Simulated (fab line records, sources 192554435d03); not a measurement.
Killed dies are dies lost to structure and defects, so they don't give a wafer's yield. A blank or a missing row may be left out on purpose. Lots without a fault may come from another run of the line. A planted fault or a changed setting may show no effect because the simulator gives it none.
fab line records | flow n5_finfet
record lots=24 wafers=72 last_day=18
route steps=1938 shown BEOL_M13@1710 BEOL_M14@1729
lots that met no fault: from a run of the same line without faults
start_h: hours from the record's first day to the start of the lot's first wafer shown | wait_h: hours since the lot's step before | " the same as in the row above | L1.1+2: a row that stands for several wafers | - no value, or no start given | * or withheld: withheld | < > ~ a bound
route shown NAME@n: a module of which the file shows steps, and the number in the route of the first | usual: mean/standard deviation of fault-free wafers | same: alike in all rows | chamber/n: place in a boat | sites: the reading at each site | _std_site: their standard deviation | _edge_site: outer sites' mean less inner sites' | radius_mm: how far each site lies from the wafer's centre | mask NAME#n: copy n | behind: the tool/chamber that last shaped the wafer | hold: why the lot was held/for how many hours/how that ended | device: the transistor (n, p or np) that didn't switch | end of line: the same wafers' tests at the end of the route | a step without rows: its recipe alone | killed: dies lost to structure and defects at the first sort, not the wafer's yield | map: a wafer's dies, x killed, . not, _ none there
set.NAME: the setting as run; set.NAME@STEP: as run at that earlier step | model.NAME: the simulator's own value behind a step, which no gauge read
steps of the route over a sample of lots; a table a step, a row a wafer
services: from which hour (start_h, from the record's first day; less than 0 if before it) a tool's chamber was out of use, for how many hours, and why
## steps
# step N5_BEOL_M13_CMP_49
# recipe stop_on=SiOC t_overpolish_s=17.1 down_force_psi=1 platen_rpm=50 clearing_platen_down_force_psi=1.5 clearing_platen_rpm=50 post_cmp_clean=cu_alkaline target_thk_nm=420 clearing_platen_pad_velocity_m_s=0.99484 pad_velocity_m_s=0.99484
# usual barrier_field_endpoint_s=30.5/0.85 clearing_platen_down_force_psi=1.501/0.003 motor_current_A=5.9/0.77 overpolish_run_s=17.100/0.0089 slurry_flow_ml_min=150.0/0.44
# columns lot.wafer tool chamber start_h wait_h barrier_field_endpoint_s clearing_platen_down_force_psi motor_current_A overpolish_run_s slurry_flow_ml_min
L074.3 cmp-04 3 244.02 0.2 32.5 1.499 5.1 17.109 149.9
L074.1 " 1 " " 31.9 1.496 6.5 17.097 149.6
L074.6 " 3 " " 32.6 1.498 5.1 17.098 148.7
L075.4 cmp-04 0 247.83 0.1 31.4 1.505 4.7 17.113 149.9
L075.1 " 3 " " 31.3 1.501 4.9 17.102 149.7
L075.5 " 0 " " 31.5 1.502 5.1 17.093 149.6
L076.2 cmp-02 2 263.31 0.2 31.3 1.503 7.2 17.088 150.5
L076.3 " 3 " " 30.2 1.503 5.2 17.099 150.1
L076.6 " 2 " " 31.0 1.504 6.5 17.108 150.7
L077.1 cmp-01 0 268.38 0.3 30.4 1.500 6.4 17.095 150.0
L077.2 " 1 " " 30.1 1.499 5.5 17.094 150.3
L077.4 " 3 " " 29.7 1.502 5.6 17.092 149.6
L080.4 cmp-01 1 275.90 0.1 29.9 1.504 5.6 17.090 150.5
L080.2 " 3 " " 28.7 1.500 5.4 17.101 150.1
L080.3 " 0 " " 29.5 1.497 5.9 17.104 149.3
L078.2 cmp-04 3 276.65 0.2 32.7 1.496 5.2 17.088 150.5
L078.1 " 2 " " 31.2 1.502 7.0 17.096 150.5
L078.6 " 3 " " 32.4 1.504 5.0 17.100 150.0
L079.1 cmp-02 0 277.73 0.3 30.5 1.502 6.9 17.102 149.9
L079.3 " 1 " " 31.5 1.498 6.1 17.106 149.9
L079.5 " 1 " " 31.0 1.506 6.0 17.081 150.0
L081.3 cmp-04 0 289.32 0.2 30.6 1.497 5.0 17.111 151.0
L081.1 " 1 " " 29.9 1.503 6.6 17.108 149.5
L081.6 " 0 " " 30.0 1.493 4.6 17.091 149.2
L083.4 cmp-01 0 289.88 0.1 30.1 1.498 6.4 17.089 150.0
L083.3 " 1 " " 29.9 1.499 5.3 17.095 149.7
L083.5 " 0 " " 30.7 1.501 6.1 17.084 150.8
L082.2 cmp-04 2 295.48 0.3 30.2 1.502 7.2 17.089 150.0
L082.3 " 3 " " 31.3 1.501 4.8 17.112 150.0
L082.6 " 0 " " 30.8 1.498 5.0 17.107 149.9
L084.1 cmp-02 3 306.98 0.3 30.4 1.506 5.7 17.101 150.0
L084.2 " 2 " " 31.0 1.498 7.1 17.093 149.8
L084.5 " 3 " " 30.1 1.502 5.9 17.098 149.7
L085.2 cmp-04 1 310.56 0.3 30.8 1.500 6.8 17.094 150.5
L085.5 " 3 " " 31.7 1.500 4.8 17.085 149.8
L085.6 " 0 " " 31.7 1.502 4.9 17.103 150.2
L086.2 cmp-04 0 316.70 0.2 31.0 1.501 5.1 17.105 149.3
L086.1 " 1 " " 30.0 1.499 6.6 17.109 149.9
L086.5 " 1 " " 30.6 1.500 6.6 17.094 149.8
L087.2 cmp-01 1 324.75 0.2 30.8 1.504 5.3 17.104 149.4
L087.4 " 0 " " 30.4 1.499 6.2 17.083 149.4
L087.6 " 2 " " 29.8 1.502 5.3 17.106 150.2
L089.4 cmp-04 2 325.53 0.1 31.2 1.502 6.8 17.085 150.0
L089.2 " 1 " " 30.4 1.495 6.5 17.104 150.4
L089.6 " 3 " " 32.2 1.497 4.9 17.104 149.6
L091.4 cmp-01 3 333.78 0.1 30.8 1.504 5.6 17.087 150.2
L091.6 " 3 " " 29.9 1.503 5.4 17.111 149.6
L091.5 " 0 " " 31.8 1.500 6.5 17.081 150.1
L088.1 cmp-02 2 334.25 0.4 29.8 1.499 6.6 17.101 149.9
L088.5 " 3 " " 29.8 1.504 5.6 17.098 149.6
L088.6 " 0 " " 30.2 1.505 7.2 17.111 150.4
L090.1 cmp-04 2 349.54 0.5 30.7 1.504 6.9 17.100 149.8
L090.2 " 0 " " 29.9 1.497 4.8 17.098 150.0
L090.6 " 3 " " 31.4 1.499 5.1 17.093 150.1
L092.2 cmp-04 1 355.36 0.2 29.9 1.497 6.6 17.090 149.7
L092.4 " 3 " " 31.5 1.504 5.0 17.103 149.7
L092.1 " 0 " " 31.1 1.501 4.9 17.095 150.6
L093.1 cmp-02 0 370.51 0.3 29.7 1.504 6.7 17.098 150.7
L093.3 " 1 " " 29.8 1.506 5.7 17.107 150.1
L093.4 " 2 " " 29.4 1.492 7.0 17.107 150.0
L095.2 cmp-02 3 372.19 0.3 28.9 1.503 6.0 17.114 148.9
L095.4 " 0 " " 29.7 1.497 7.3 17.102 150.2
L095.5 " 1 " " 30.3 1.503 5.9 17.090 150.3
L096.1 cmp-02 3 388.79 0.3 30.2 1.502 5.9 17.101 149.9
L096.4 " 0 " " 29.1 1.500 7.0 17.109 149.6
L096.5 " 3 " " 29.8 1.499 5.9 17.088 150.3
L094.1 cmp-01 1 393.20 0.3 30.6 1.498 5.3 17.106 150.4
L094.3 " 2 " " 29.4 1.503 5.7 17.103 150.6
L094.6 " 0 " " 30.8 1.500 6.3 17.104 149.3
L097.1 cmp-01 2 404.60 0.3 30.4 1.499 5.5 17.091 150.5
L097.4 " 0 " " 31.0 1.501 6.3 17.098 150.0
L097.6 " 2 " " 29.6 1.501 6.0 17.096 149.7
# step N5_BEOL_M13_INSPECT_55
# recipe inspect_instrument=darkfield mode=post_dep
# usual raw_defect_count=68/26
# columns lot.wafer tool chamber start_h wait_h raw_defect_count
L074.1 defect_inspect-02 - 244.47 0.0 77
L074.3 " - " " 59
L074.6 " - " " 53
L075.1 defect_inspect-02 - 248.28 0.0 107
L075.4 " - " " 108
L075.5 " - " " 49
L076.2 defect_inspect-02 - 263.72 0.0 60
L076.3 " - " " 62
L076.6 " - " " 43
L077.1 defect_inspect-01 - 268.83 0.0 61
L077.2 " - " " 32
L077.4 " - " " 66
L080.2 defect_inspect-01 - 276.35 0.0 93
L080.3 " - " " 37
L080.4 " - " " 46
L078.1 defect_inspect-02 - 277.10 0.0 72
L078.2 " - " " 78
L078.6 " - " " 79
L079.1 defect_inspect-01 - 278.18 0.0 56
L079.3 " - " " 86
L079.5 " - " " 87
L081.1 defect_inspect-02 - 289.73 0.0 75
L081.3 " - " " 30
L081.6 " - " " 58
L083.3 defect_inspect-01 - 290.33 0.0 62
L083.4 " - " " 33
L083.5 " - " " 91
L082.2 defect_inspect-02 - 295.85 0.0 59
L082.3 " - " " 42
L082.6 " - " " 47
L084.1 defect_inspect-02 - 307.43 0.0 59
L084.2 " - " " 44
L084.5 " - " " 53
L085.2 defect_inspect-02 - 310.93 0.0 58
L085.5 " - " " 84
L085.6 " - " " 77
L086.1 defect_inspect-02 - 317.15 0.0 35
L086.2 " - " " 160
L086.5 " - " " 52
L087.2 defect_inspect-02 - 325.20 0.0 95
L087.4 " - " " 77
L087.6 " - " " 114
L089.2 defect_inspect-01 - 325.98 0.0 62
L089.4 " - " " 71
L089.6 " - " " 71
L091.4 defect_inspect-02 - 334.23 0.0 48
L091.5 " - " " 46
L091.6 " - " " 46
L088.1 defect_inspect-02 - 334.59 0.0 91
L088.5 " - " " 74
L088.6 " - " " 81
L090.1 defect_inspect-02 - 349.99 0.0 80
L090.2 " - " " 42
L090.6 " - " " 62
L092.1 defect_inspect-02 - 355.81 0.0 57
L092.2 " - " " 40
L092.4 " - " " 57
L093.1 defect_inspect-02 - 370.92 0.0 86
L093.3 " - " " 48
L093.4 " - " " 73
L095.2 defect_inspect-02 - 372.57 0.0 71
L095.4 " - " " 56
L095.5 " - " " 54
L096.1 defect_inspect-01 - 389.23 0.0 65
L096.4 " - " " 34
L096.5 " - " " 81
L094.1 defect_inspect-02 - 393.61 0.0 91
L094.3 " - " " 87
L094.6 " - " " 62
L097.1 defect_inspect-01 - 405.05 0.0 60
L097.4 " - " " 73
L097.6 " - " " 57
# step N5_BEOL_M14_DESCUM_15
# recipe chemistry=O2 time_s=7.9 source_power_w=50 bias_power_w=20 pressure_mtorr=20 rf_frequency_hz=2.712e+07 temp_c=40 o2_flow_sccm=225
# usual drypump_motor_current_A=5.8/0.41 oes_product_au=0.82/0.1 rf_vpp_V=243.5/1.5 showerhead_plenum_p_Torr=2.12/0.09 throttle_valve_pct=20.35/0.25
# columns lot.wafer tool chamber start_h wait_h drypump_motor_current_A oes_product_au rf_hours_counter_h rf_vpp_V showerhead_plenum_p_Torr throttle_valve_pct
L074.1 rie_diel-05 0 245.22 0.0 5.3 0.73 183 240.8 1.89 20.61
L074.3 " 2 " " 5.4 0.96 6 245.7 2.24 20.04
L074.6 " 2 " " 5.4 0.96 - 245.5 2.23 20.05
L075.1 rie_diel-05 0 248.91 0.0 5.3 0.73 184 239.9 1.89 20.60
L075.4 " 2 " " 5.4 0.95 8 246.5 2.23 20.04
L075.5 " 1 " " 6.6 0.93 - 246.0 2.24 20.60
L076.2 rie_diel-01 0 264.34 0.0 5.4 0.77 115 244.4 2.11 20.35
L076.3 " 1 " " 6.1 0.68 228 244.1 2.04 20.51
L076.6 " 2 " " 6.4 0.97 - 244.1 2.13 19.96
L077.1 rie_diel-01 0 269.45 0.0 5.4 0.76 117 243.4 2.11 20.36
L077.2 " 2 " " 6.4 0.95 6 243.4 2.13 19.97
L077.4 " 2 " " 6.4 0.95 - 243.7 2.13 19.95
L080.2 rie_diel-06 1 276.98 0.0 5.8 0.90 18 242.1 2.04 20.25
L080.3 " 2 " " 5.6 0.67 246 241.3 1.98 20.59
L080.4 " 0 " " 6.0 0.75 178 246.1 2.19 20.69
L078.1 rie_diel-01 0 277.85 0.0 5.5 0.77 120 243.3 2.11 20.36
L078.2 " 2 " " 6.3 0.94 9 242.9 2.13 19.98
L078.6 " 0 " " 5.5 0.77 - 242.9 2.11 20.34
L079.1 rie_diel-05 0 278.81 0.0 5.3 0.72 194 241.4 1.89 20.62
L079.3 " 2 " " 5.4 0.92 18 245.0 2.23 20.05
L079.5 " 1 " " 6.6 0.91 - 244.5 2.24 20.61
L081.1 rie_diel-01 2 290.48 0.0 6.3 0.94 14 244.2 2.13 19.97
L081.3 " 1 " " 6.1 0.68 239 242.0 2.04 20.52
L081.6 " 0 " " 5.4 0.76 - 244.2 2.11 20.36
L083.3 rie_diel-01 3 291.52 0.5 5.3 0.96 4 242.7 2.05 20.04
L083.4 " 0 " " 5.4 0.75 127 242.5 2.11 20.35
L083.5 " 0 " " 5.5 0.76 - 243.1 2.11 20.37
L082.2 rie_diel-01 2 296.97 0.4 6.3 0.92 16 244.1 2.13 19.97
L082.3 " 3 " " 5.3 0.97 5 241.7 2.05 20.06
L082.6 " 3 " " 5.3 0.97 - 242.4 2.05 20.05
L084.1 rie_diel-01 3 308.05 0.0 5.3 0.94 8 240.9 2.05 20.07
L084.2 " 2 " " 6.4 0.91 20 243.4 2.13 20.00
L084.5 " 1 " " 6.1 0.68 - 243.6 2.04 20.55
L085.2 rie_diel-05 2 311.55 0.0 5.4 0.88 32 245.1 2.23 20.09
L085.5 " 2 " " 5.5 0.89 - 245.2 2.23 20.08
L085.6 " 0 " " 5.3 0.72 - 239.8 1.89 20.63
L086.1 rie_diel-05 2 317.82 0.1 5.4 0.88 35 246.1 2.22 20.10
L086.2 " 0 " " 5.3 0.71 210 241.0 1.88 20.66
L086.5 " 0 " " 5.3 0.70 - 240.2 1.88 20.64
L087.2 rie_diel-06 0 325.94 0.0 6.0 0.72 200 243.6 2.19 20.73
L087.4 " 2 " " 5.6 0.97 5 245.0 2.24 20.12
L087.6 " 0 " " 6.0 0.72 - 242.8 2.19 20.72
L089.2 rie_diel-06 2 326.60 0.0 5.5 0.97 5 243.7 2.24 20.13
L089.4 " 3 " " 5.7 0.75 179 245.6 2.17 20.58
L089.6 " 3 " " 5.7 0.74 - 245.7 2.17 20.58
L091.4 rie_diel-01 0 335.20 0.3 5.5 0.74 - 244.0 2.10 20.39
L091.5 " 2 " " 6.3 0.89 - 243.4 2.12 19.99
L091.6 " 3 " " 5.3 0.92 - 243.1 2.05 20.06
L088.1 rie_diel-01 3 335.60 0.4 5.3 0.92 18 242.7 2.05 20.08
L088.5 " 2 " " 6.4 0.89 - 243.9 2.12 20.01
L088.6 " 0 " " 5.5 0.74 - 243.0 2.10 20.39
L090.1 rie_diel-06 3 350.61 0.0 5.7 0.74 186 245.5 2.17 20.60
L090.2 " 1 " " 5.7 0.85 43 241.8 2.03 20.28
L090.6 " 1 " " 5.7 0.85 - 242.4 2.03 20.29
L092.1 rie_diel-06 3 356.43 0.0 5.7 0.74 188 244.3 2.17 20.60
L092.2 " 2 " " 5.6 0.94 14 245.2 2.24 20.12
L092.4 " 0 " " 6.0 0.71 210 243.9 2.18 20.75
L093.1 rie_diel-01 2 371.62 0.0 6.4 0.87 43 243.6 2.12 20.01
L093.3 " 0 " " 5.4 0.73 155 243.1 2.10 20.40
L093.4 " 1 " " 6.1 0.93 9 242.1 2.03 20.29
L095.2 rie_diel-06 3 373.19 0.0 5.7 0.74 193 244.3 2.17 20.61
L095.4 " 1 " " 5.7 0.85 50 241.1 2.03 20.28
L095.5 " 3 " " 5.7 0.74 - 244.0 2.17 20.63
L096.1 rie_diel-06 2 389.98 0.0 5.6 0.92 22 246.7 2.24 20.15
L096.4 " 3 " " 5.7 0.73 198 245.5 2.17 20.63
L096.5 " 2 " " 5.5 0.92 - 245.8 2.24 20.14
L094.1 rie_diel-06 1 394.45 0.0 5.8 0.84 56 242.2 2.03 20.32
L094.3 " 2 " " 5.6 0.91 23 245.1 2.24 20.16
L094.6 " 2 " " 5.6 0.91 - 243.4 2.24 20.15
L097.1 rie_diel-01 2 405.69 0.0 6.4 0.84 53 243.4 2.11 20.04
L097.4 " 3 " " 5.3 0.87 40 242.7 2.04 20.11
L097.6 " 1 " " 6.1 0.90 - 242.4 2.03 20.29
# step N5_BEOL_M14_ETCH_67
# recipe chemistry=CF4 target=SiARC target_depth_a=1430 time_s=238.3 ion_energy_ev=80 pressure_mtorr=40 source_w=545 bias_w=36 Ar_flow_sccm=100 cf4_flow_sccm=100 ends=cleared
# usual cf4_flow_sccm=100.0/0.31 drypump_motor_current_A=5.7/0.45 etch_rf_on_time_s=238/6.4 oes_product_au=0.70/0.088 rf_vpp_V=184.1/1.5 showerhead_plenum_p_Torr=2.16/0.1 throttle_valve_pct=15.61/0.26
# columns lot.wafer tool chamber start_h wait_h cf4_flow_sccm drypump_motor_current_A etch_rf_on_time_s oes_product_au rf_hours_counter_h rf_vpp_V showerhead_plenum_p_Torr throttle_valve_pct
L074.1 rie_diel-01 3 246.32 0.0 100.1 5.3 237 0.61 244 183.9 2.11 15.72
L074.3 " 0 " " 99.9 5.5 241 0.65 106 185.5 2.15 15.41
L074.6 " 3 " " 100.0 5.3 236 0.60 - 184.4 2.11 15.70
L075.1 rie_diel-06 0 249.94 0.0 100.4 6.0 243 0.63 169 185.5 2.21 15.63
L075.4 " 1 " " 100.3 5.8 230 0.79 8 183.4 2.12 15.56
L075.5 " 2 " " 100.4 5.6 230 0.60 - 182.3 2.03 15.73
L076.2 rie_diel-01 0 265.66 0.0 100.4 5.5 245 0.65 115 185.6 2.15 15.41
L076.3 " 2 " " 99.7 6.4 230 0.84 4 184.2 2.18 15.19
L076.6 " 1 " " 99.9 6.1 249 0.58 - 183.5 2.12 15.99
L077.1 rie_diel-06 2 270.33 0.0 100.0 5.5 231 0.59 244 184.0 2.02 15.75
L077.2 " 1 " " 99.6 5.7 230 0.78 15 183.2 2.12 15.57
L077.4 " 0 " " 99.9 6.0 249 0.62 176 185.3 2.21 15.63
L080.2 rie_diel-05 0 277.90 0.0 100.3 5.3 241 0.62 193 182.6 1.96 15.92
L080.3 " 3 " " 100.0 5.1 241 0.60 242 183.7 2.12 15.79
L080.4 " 1 " " 100.1 6.6 229 0.78 45 185.5 2.28 15.70
L078.1 rie_diel-06 0 278.73 0.0 99.9 6.0 244 0.63 179 184.1 2.21 15.63
L078.2 " 3 " " 100.2 5.7 242 0.65 163 184.8 2.23 15.77
L078.6 " 1 " " 99.7 5.8 231 0.77 - 182.8 2.12 15.57
L079.1 rie_diel-05 1 279.75 0.0 99.7 6.6 231 0.77 46 186.1 2.28 15.70
L079.3 " 0 " " 100.4 5.3 240 0.62 194 182.5 1.96 15.90
L079.5 " 3 " " 99.9 5.1 243 0.59 - 183.7 2.12 15.80
L081.1 rie_diel-05 1 292.20 0.0 100.4 6.6 229 0.77 50 185.4 2.28 15.70
L081.3 " 0 " " 100.2 5.3 243 0.61 198 180.1 1.96 15.92
L081.6 " 3 " " 100.0 5.1 242 0.59 - 182.5 2.12 15.78
L083.3 rie_diel-01 0 292.89 0.0 99.8 5.4 243 0.64 128 184.3 2.14 15.45
L083.4 " 1 " " 99.9 6.1 248 0.58 241 183.4 2.12 16.02
L083.5 " 1 " " 100.0 6.1 247 0.57 - 182.4 2.12 16.02
L082.2 rie_diel-06 3 298.15 0.0 99.7 5.8 241 0.63 172 186.9 2.23 15.81
L082.3 " 1 " " 99.9 5.8 232 0.77 23 183.3 2.12 15.58
L082.6 " 0 " " 100.4 6.0 251 0.61 - 184.6 2.21 15.67
L084.1 rie_diel-05 2 309.46 0.0 100.1 5.4 239 0.76 31 185.3 2.27 15.27
L084.2 " 1 " " 100.2 6.6 233 0.75 58 184.9 2.27 15.72
L084.5 " 1 " " 100.0 6.6 234 0.76 - 185.7 2.27 15.74
L085.2 rie_diel-05 1 312.44 0.0 99.6 6.6 229 0.76 59 186.2 2.27 15.74
L085.5 " 2 " " 100.5 5.5 238 0.76 - 185.1 2.27 15.25
L085.6 " 1 " " 99.6 6.6 231 0.76 - 185.3 2.27 15.72
L086.1 rie_diel-06 1 318.83 0.0 100.1 5.8 230 0.75 32 181.2 2.12 15.57
L086.2 " 2 " " 99.8 5.6 226 0.87 2 183.7 2.27 15.23
L086.5 " 1 " " 100.0 5.8 228 0.75 - 184.2 2.12 15.58
L087.2 rie_diel-05 2 326.96 0.0 100.3 5.5 236 0.75 38 184.6 2.27 15.29
L087.4 " 1 " " 100.1 6.6 232 0.75 64 185.6 2.27 15.73
L087.6 " 0 " " 100.1 5.3 243 0.61 - 182.9 1.96 15.95
L089.2 rie_diel-05 2 327.67 0.0 99.5 5.4 238 0.75 38 184.6 2.27 15.27
L089.4 " 1 " " 99.8 6.6 230 0.75 65 186.1 2.27 15.75
L089.6 " 3 " " 99.7 5.1 236 0.84 - 183.8 2.11 15.28
L091.4 rie_diel-06 1 336.20 0.0 99.8 5.7 230 0.74 38 183.7 2.11 15.60
L091.5 " 2 " " 99.6 5.6 231 0.84 - 185.7 2.27 15.25
L091.6 " 3 " " 99.6 5.7 242 0.63 - 184.5 2.22 15.82
L088.1 rie_diel-05 3 336.73 0.0 99.4 5.1 237 0.83 7 182.7 2.11 15.31
L088.5 " 2 " " 100.2 5.4 236 0.74 - 186.4 2.27 15.28
L088.6 " 1 " " 99.9 6.6 231 0.75 - 187.1 2.27 15.76
L090.1 rie_diel-05 2 351.62 0.0 100.0 5.5 240 0.74 45 186.0 2.27 15.30
L090.2 " 1 " " 100.0 6.6 228 0.74 71 184.9 2.27 15.76
L090.6 " 1 " " 99.5 6.6 229 0.75 - 185.6 2.27 15.74
L092.1 rie_diel-05 3 357.44 0.0 99.7 5.1 238 0.80 13 182.9 2.11 15.31
L092.2 " 0 " " 100.2 5.3 242 0.60 222 182.6 1.95 15.96
L092.4 " 1 " " 99.8 6.6 230 0.74 73 185.8 2.27 15.75
L093.1 rie_diel-01 2 372.63 0.0 100.2 6.4 233 0.75 43 184.4 2.17 15.26
L093.3 " 1 " " 100.1 6.1 238 0.79 10 183.8 2.11 15.58
L093.4 " 3 " " 99.9 5.3 237 0.76 30 182.8 2.10 15.28
L095.2 rie_diel-06 3 374.50 0.0 99.8 5.7 243 0.62 194 184.5 2.22 15.85
L095.4 " 2 " " 100.2 5.6 230 0.81 18 186.1 2.27 15.26
L095.5 " 2 " " 100.4 5.6 231 0.81 - 185.3 2.27 15.26
L096.1 rie_diel-05 3 391.05 0.0 100.4 5.1 238 0.79 22 181.6 2.11 15.31
L096.4 " 2 " " 100.3 5.5 239 0.72 60 186.9 2.26 15.34
L096.5 " 1 " " 99.8 6.6 231 0.73 - 186.3 2.26 15.79
L094.1 rie_diel-06 1 395.46 0.0 99.7 5.8 229 0.71 56 183.2 2.11 15.64
L094.3 " 2 " " 99.7 5.6 229 0.81 24 186.8 2.27 15.28
L094.6 " 1 " " 100.5 5.8 229 0.73 - 182.6 2.11 15.64
L097.1 rie_diel-06 0 406.57 0.0 99.9 6.0 254 0.59 226 184.1 2.19 15.73
L097.4 " 3 " " 100.1 5.7 245 0.62 204 183.8 2.22 15.87
L097.6 " 0 " " 99.8 6.0 252 0.58 - 186.0 2.19 15.74
# step N5_BEOL_M14_OCD_MEAS_35
# usual trench_depth_nm=556/15
# columns lot.wafer tool chamber start_h wait_h trench_depth_nm
L074.1 ocd-01 - 246.90 0.0 552
L074.3 " - " " 549
L074.6 " - " " 554
L075.1 ocd-02 - 250.52 0.0 542
L075.4 " - " " 574
L075.5 " - " " 571
L076.2 ocd-01 - 266.24 0.0 542
L076.3 " - " " 574
L076.6 " - " " 532
L077.1 ocd-02 - 270.91 0.0 565
L077.2 " - " " 575
L077.4 " - " " 531
L080.2 ocd-01 - 278.48 0.0 543
L080.3 " - " " 546
L080.4 " - " " 569
L078.1 ocd-01 - 279.31 0.0 534
L078.2 " - " " 545
L078.6 " - " " 571
L079.1 ocd-02 - 280.32 0.0 573
L079.3 " - " " 544
L079.5 " - " " 547
L081.1 ocd-02 - 292.77 0.0 566
L081.3 " - " " 544
L081.6 " - " " 545
L083.3 ocd-01 - 293.47 0.0 541
L083.4 " - " " 528
L083.5 " - " " 533
L082.2 ocd-02 - 298.73 0.0 543
L082.3 " - " " 571
L082.6 " - " " 528
L084.1 ocd-01 - 310.04 0.0 550
L084.2 " - " " 568
L084.5 " - " " 570
L085.2 ocd-01 - 313.01 0.0 570
L085.5 " - " " 552
L085.6 " - " " 566
L086.1 ocd-01 - 319.41 0.0 576
L086.2 " - " " 574
L086.5 " - " " 574
L087.2 ocd-01 - 327.53 0.0 562
L087.4 " - " " 577
L087.6 " - " " 551
L089.2 ocd-01 - 328.24 0.0 563
L089.4 " - " " 575
L089.6 " - " " 562
L091.4 ocd-02 - 336.78 0.0 569
L091.5 " - " " 570
L091.6 " - " " 547
L088.1 ocd-01 - 337.30 0.0 561
L088.5 " - " " 561
L088.6 " - " " 572
L090.1 ocd-01 - 352.20 0.0 553
L090.2 " - " " 574
L090.6 " - " " 577
L092.1 ocd-02 - 358.02 0.0 555
L092.2 " - " " 542
L092.4 " - " " 571
L093.1 ocd-01 - 373.20 0.0 577
L093.3 " - " " 557
L093.4 " - " " 563
L095.2 ocd-02 - 375.08 0.0 539
L095.4 " - " " 572
L095.5 " - " " 567
L096.1 ocd-01 - 391.63 0.0 564
L096.4 " - " " 553
L096.5 " - " " 575
L094.1 ocd-02 - 396.03 0.0 576
L094.3 " - " " 576
L094.6 " - " " 581
L097.1 ocd-02 - 407.14 0.0 523
L097.4 " - " " 536
L097.6 " - " " 528
# step N5_BEOL_M14_DEGAS_41
# recipe ambient=vacuum temp_c=300 time_s=60
# usual heater_power_w=447/48 susceptor_temp_C=299.98/0.21
# columns lot.wafer tool chamber start_h wait_h heater_power_w susceptor_temp_C
L074.1 pvd_sputter-01 - 247.53 0.3 470 299.94
L074.3 " - " " 424 300.26
L074.6 " - " " 471 299.94
L075.1 pvd_sputter-01 - 251.23 0.3 424 299.75
L075.4 " - " " 469 300.01
L075.5 " - " " 486 299.96
L076.2 pvd_sputter-03 - 268.29 0.3 468 300.11
L076.3 " - " " 431 300.07
L076.6 " - " " 458 299.95
L077.1 pvd_sputter-03 - 271.79 0.3 436 299.73
L077.2 " - " " 478 299.71
L077.4 " - " " 416 299.89
L080.2 pvd_sputter-01 - 279.91 0.3 424 300.30
L080.3 " - " " 456 300.15
L080.4 " - " " 419 299.76
L078.1 pvd_sputter-03 - 280.37 0.2 463 300.21
L078.2 " - " " 453 300.08
L078.6 " - " " 466 299.78
L079.1 pvd_sputter-02 - 280.71 0.1 580 300.02
L079.3 " - " " 359 299.80
L079.5 " - " " 432 299.92
L081.1 pvd_sputter-03 - 294.31 0.3 452 300.18
L081.3 " - " " 412 299.93
L081.6 " - " " 417 299.79
L083.3 pvd_sputter-03 - 294.67 0.4 426 300.15
L083.4 " - " " 422 299.95
L083.5 " - " " 417 300.31
L082.2 pvd_sputter-02 - 302.98 0.6 435 300.13
L082.3 " - " " 358 300.25
L082.6 " - " " 364 300.07
L084.1 pvd_sputter-03 - 310.41 0.1 462 300.13
L084.2 " - " " 417 300.47
L084.5 " - " " 419 299.70
L085.2 pvd_sputter-02 - 314.82 0.3 563 300.11
L085.5 " - " " 359 300.41
L085.6 " - " " 563 299.93
L086.1 pvd_sputter-03 - 321.49 0.5 423 299.85
L086.2 " - " " 434 299.87
L086.5 " - " " 411 300.03
L087.2 pvd_sputter-02 - 328.59 0.1 366 300.21
L087.4 " - " " 429 299.79
L087.6 " - " " 451 300.00
L089.2 pvd_sputter-02 - 328.91 0.3 449 299.97
L089.4 " - " " 444 300.08
L089.6 " - " " 366 300.05
L091.4 pvd_sputter-02 - 339.68 0.4 366 299.98
L091.5 " - " " 462 300.09
L091.6 " - " " 374 300.20
L088.1 pvd_sputter-02 - 340.00 0.7 356 299.95
L088.5 " - " " 567 299.62
L088.6 " - " " 439 299.92
L090.1 pvd_sputter-01 - 352.50 0.0 450 299.86
L090.2 " - " " 411 299.43
L090.6 " - " " 415 299.75
L092.1 pvd_sputter-03 - 359.74 0.3 435 300.12
L092.2 " - " " 436 300.15
L092.4 " - " " 456 299.80
L093.1 pvd_sputter-03 - 375.43 0.4 417 300.46
L093.3 " - " " 467 299.75
L093.4 " - " " 459 300.21
L095.2 pvd_sputter-02 - 376.16 0.2 349 299.88
L095.4 " - " " 453 299.94
L095.5 " - " " 356 299.92
L096.1 pvd_sputter-02 - 392.27 0.4 357 299.98
L096.4 " - " " 544 299.75
L096.5 " - " " 447 299.66
L094.1 pvd_sputter-03 - 400.65 0.3 421 299.96
L094.3 " - " " 458 299.96
L094.6 " - " " 456 300.06
L097.1 pvd_sputter-01 - 408.09 0.4 457 299.54
L097.4 " - " " 426 300.11
L097.6 " - " " 426 299.99
## services
# columns tool chamber start_h hours kind
rie_diel-05 1 221.26 6.6 repair
cmp-02 - 251.11 4.0 pm
rie_diel-01 2 252.91 7.8 repair
cmp-01 - 256.07 10.5 repair
cmp-04 - 265.44 5.6 pm
rie_diel-06 2 288.52 - clean
rie_diel-06 2 288.52 - consumable_replace:focus_ring
rie_diel-06 2 288.52 - consumable_replace:showerhead
rie_diel-06 2 288.52 22.3 scheduled_down
rie_diel-06 2 288.52 22.3 vent_cycle
pvd_sputter-01 - 297.03 20.4 repair
rie_diel-05 3 297.49 - clean
cmp-04 - 302.21 1.7 repair
cmp-02 - 303.99 1.4 repair
rie_diel-06 3 309.61 11.3 repair
rie_diel-01 3 331.39 3.3 repair
pvd_sputter-02 - 335.00 4.1 repair
cmp-02 - 347.15 3.7 repair
rie_diel-06 2 357.44 6.5 repair
cmp-01 - 358.16 0.3 repair
cmp-02 - 363.15 1.5 repair
rie_diel-05 3 367.90 10.7 repair
cmp-01 - 377.67 0.8 repair
cmp-01 - 399.24 2.6 repair
## key
fault none
